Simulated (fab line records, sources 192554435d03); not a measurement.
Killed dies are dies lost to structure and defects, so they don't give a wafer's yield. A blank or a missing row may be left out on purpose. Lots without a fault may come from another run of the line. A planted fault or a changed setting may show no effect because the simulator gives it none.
Chamber matching | flow n5_finfet | N5_BEOL_M3_PECVD_72 on pecvd-02: 3 sister chambers
The step deposits SiO2 from TEOS/O2, target thk 16 nm, time 18 s. 6 wafers are shown with their chamber, then 10 later ones without.

WAFERS WITH THEIR CHAMBER
wafer  | chamber | throttle_valve_pct (%) | heater_power_w (W)
L081.4 | 2       | 20.3                   | 765
L082.3 | 2       | 20.3                   | 744
L084.1 | 0       | 21.5                   | 839
L084.5 | 1       | 21.3                   | 572
L085.4 | 0       | 21.6                   | 924
L085.5 | 1       | 21.3                   | 536

WAFERS WITHOUT THEIR CHAMBER
wafer  | throttle_valve_pct (%) | heater_power_w (W)
L085.6 | 20.5                   | 696
L090.2 | 22.0                   | 783
L090.3 | 20.7                   | 757
L090.5 | 21.9                   | 803
L093.1 | 20.6                   | 848
L093.4 | 22.0                   | 803
L093.6 | 21.0                   | 500
L096.2 | 20.7                   | 816
L096.3 | 22.2                   | 870
L096.5 | 22.1                   | 883

WHICH CHAMBER EACH WENT THROUGH
wafer  | from the rows above | in truth
L085.6 | 2                   | 2
L090.2 | 0                   | 0
L090.3 | 2                   | 2
L090.5 | 0                   | 0
L093.1 | 2                   | 2
L093.4 | 0                   | 0
L093.6 | 1                   | 1
L096.2 | 2                   | 2
L096.3 | 0                   | 0
L096.5 | 0                   | 0
Placed correctly: 10 of 10. Can't be placed from these rows: 0. Placed wrongly: 0.
How it was worked out, from the rows above alone: a wafer's distance from a chamber is the root of the sum, over the readings, of the square of ((its reading less the chamber's mean) divided by the reading's scatter). The wafer belongs to the nearest chamber; if the next one is less than 2 further off, it can't be placed. A chamber's mean is the mean of its shown wafers. The scatter: the root of (the sum of the squares of (reading less its chamber's mean) over the shown wafers, divided by (wafers less chambers)).
